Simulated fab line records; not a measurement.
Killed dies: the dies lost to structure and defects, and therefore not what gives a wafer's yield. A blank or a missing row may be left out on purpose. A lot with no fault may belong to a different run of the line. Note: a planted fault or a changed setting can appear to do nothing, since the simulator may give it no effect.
Comparing a struck lot with a sound one + flow n5 finfet + 39 out of 1938 route steps
Sound: the wafers L832.3, L832.4, L832.6. Struck: wafers L822.1, L822.2, L822.5. The cause is given at the end.
Per side, at each step with rows, come the tool, then ch with its chambers, and then its first start. Under that, the readings that differ: sound wafers + struck wafers + difference of the means + sigmas: that difference in standard deviations of wafers without a fault.
alike: words and numbers the same on both sides, and readings whose means are apart by under 2 such deviations; not compared: readings that were withheld, readings missing a value for some wafer, numbers with overlapping values and no deviation given by the record, and bounds like >300 which may hide the same value.
A row with sigmas, a row that says differs or no value, or rows on one side alone: a step with any of these is where the two part. Numbers that have no deviation but don't overlap get no sigmas and don't part them. A reading missing from all wafers of one side parts the sides only when that side holds two or more wafers.

first, 9 steps without rows for these wafers: N5_BEOL_M4_ANNEAL_95 (time 240 s); N5_BEOL_M4_SPUTTER_96 (material Cu, target thk 4.5 nm, time 8.29 s); N5_BEOL_M4_ECD_50 (material Cu, target thk 300 nm); N5_BEOL_M4_ANNEAL_51 (time 90 s); N5_BEOL_M4_CMP_52 (polishes, stops on SiOC, t overpolish 6.8 s, target thk 40 nm); N5_BEOL_M4_PRE_CLEAN_60 (time 15 s); N5_BEOL_M4_CO_CAP_55 (material Co, precursor CCTBA/H2, target thk 2 nm, time 102.1 s); N5_BEOL_M4_PRE_CLEAN_56 (time 15 s); N5_BEOL_M4_DEP_57 (deposits SiCN from 3MS/NH3, target thk 8 nm, time 14 s).
N5_BEOL_M4_RC_MEAS_101:
  sound on prober-01 ch 0, day 13 06:10; struck on prober-02 ch 0, day 11 19:33
  alike: DIBL_N, DIBL_P, IOFF_N, IOFF_P, ION_N, ION_P, SS_N, SS_P, VT_N, VT_P
then, 24 steps without rows for these wafers: N5_BEOL_M5_ILD_DEP_00 (deposits SiCOH lowk from DEMS/porogen, target thk 140.64 nm, time 25.9 s); N5_BEOL_M5_CURE_79 (cures SiCOH lowk, time 240 s); N5_BEOL_M5_PECVD_70 (deposits SiO2 from TEOS/O2, target thk 16 nm, time 18 s); N5_BEOL_M5_HM_DEP_02 (deposits TiN, target thk 20 nm); N5_BEOL_M5_COAT_59 (time 60 s, resist thk 60 nm); N5_BEOL_M5_COAT_60 (time 60 s, resist thk 12 nm); N5_BEOL_M5_COAT_71 (time 60 s, resist thk 5 nm); N5_BEOL_M5_COAT_05 (resist thk 30 nm); N5_BEOL_M5_EBR_07; N5_BEOL_M5_SOFTBAKE_06 (time 60 s); N5_BEOL_M5_EXPOSE_08 (exposes mask M5, target cd 28 nm); N5_BEOL_M5_PEB_09 (peb time 60 s); N5_BEOL_M5_DEVELOP_10 (develop time 30 s); N5_BEOL_M5_DESCUM_16 (chemistry O2, time 7 s); N5_BEOL_M5_ETCH_72 (etches underlayer in N2/H2, target depth 6.5 nm, time 5.2 s); N5_BEOL_M5_ETCH_61 (etches SiARC in CF4, target depth 15.6 nm, time 26 s); N5_BEOL_M5_ETCH_62 (etches SOC in N2/H2, target depth 75 nm, overetch 15 nm, time 112.5 s); N5_BEOL_M5_STRIP_63 (strips in N2/H2); N5_BEOL_M5_STRIP_73 (strips in N2/H2); N5_BEOL_M5_STRIP_64 (strips in CF4); N5_BEOL_M5_HM_OPEN_17 (chemistry Cl2/BCl3, target TiN, target depth 20 nm, overetch 6 nm); N5_BEOL_M5_STRIP_19 (strips in O2); N5_BEOL_M5_COAT_65 (time 60 s, resist thk 60 nm); N5_BEOL_M5_COAT_66 (time 60 s, resist thk 12 nm).
-- record jumps: 4 days separate the struck wafers' starts on either side; left off in module BEOL_M5, taken up again in module BEOL_M15, whose first shown step is the route's number 1824 --
N5_BEOL_M15_CMP_49: polishes, stops on SiO2, t overpolish 4.9 s, target thk 850 nm.
  sound on cmp-01 ch 0,2,3, day 17 01:56; struck on cmp-01 ch 1,2, day 15 16:34
  no value came back on the struck wafers for any of 7 readings (barrier field endpoint s (s), clearing platen down force psi (psi) and others); on the sound wafers barrier field endpoint s (s) reads 11.42 11.37 11.03
| reading                                 | sound             | struck         | difference | sigmas |
|-----------------------------------------|-------------------|----------------|------------|--------|
| model.Cu_of_BEOL_M15_ECD_47.thk nm (nm) | 846.8 834.8 849.2 | 1854 1864 1862 | +1016      |        |
N5_BEOL_M15_THK_MEAS_50: measures by xrf.
  struck on film metro-01, day 15 16:49; sound on film metro-01, day 17 02:11
| reading      | sound       | struck         | difference | sigmas |
|--------------|-------------|----------------|------------|--------|
| M15_THK (nm) | 853 833 849 | 1855 1869 1870 | +1020      | +68    |
N5_BEOL_M15_RS_MEAS_54: measures by four-point-probe.
  struck on film metro-01, day 15 16:56; sound on film metro-02, day 17 02:21
| reading         | sound                | struck               | difference | sigmas |
|-----------------|----------------------|----------------------|------------|--------|
| M15_RS (ohm/sq) | 0.0216 0.0219 0.0215 | 0.0093 0.0093 0.0092 | -0.0124    | -35    |
N5_BEOL_M15_INSPECT_55: inspects for defects (darkfield).
  struck on defect inspect-02, day 15 16:58; sound on defect inspect-02, day 17 02:23
| reading          | sound     | struck         | difference | sigmas      |
|------------------|-----------|----------------|------------|-------------|
| raw defect count | 89 81 112 | 6337 6505 6424 | +6328      | +99 or more |
N5_PASSIVATION_PROBE_49:
  struck on prober-02, day 16 10:32; sound on prober-02, day 17 20:28
| reading                  | sound          | struck         | difference | sigmas      |
|--------------------------|----------------|----------------|------------|-------------|
| defect limited yield (%) | 91.0 91.9 91.6 | 0 0 0          | -92        | -70         |
| killed_at_M4_up          | 12 10 11       | 1062 1083 1100 | +1071      | +99 or more |
| killed dies              | 106 96 99      | 1180 1180 1180 | +1080      | +67         |
| killed on rim            | 15 10 20       | 152 152 152    | +137       | +38         |
| sort n pass              | 1074 1084 1081 | 0 0 0          | -1080      | -67         |
| sort yield pct (%)       | 91.0 91.9 91.6 | 0 0 0          | -92        | -70         |
  alike: killed_at_M0_to_M3, killed at contacts, killed at front end, killed at other, killed open, killed short, sort_bin_5_function, sort_bin_6_memory

== WHERE THEY PART ==
First at N5_BEOL_M15_CMP_49; last, within this record, at N5_PASSIVATION_PROBE_49.

WHY: whatever the simulator had introduced
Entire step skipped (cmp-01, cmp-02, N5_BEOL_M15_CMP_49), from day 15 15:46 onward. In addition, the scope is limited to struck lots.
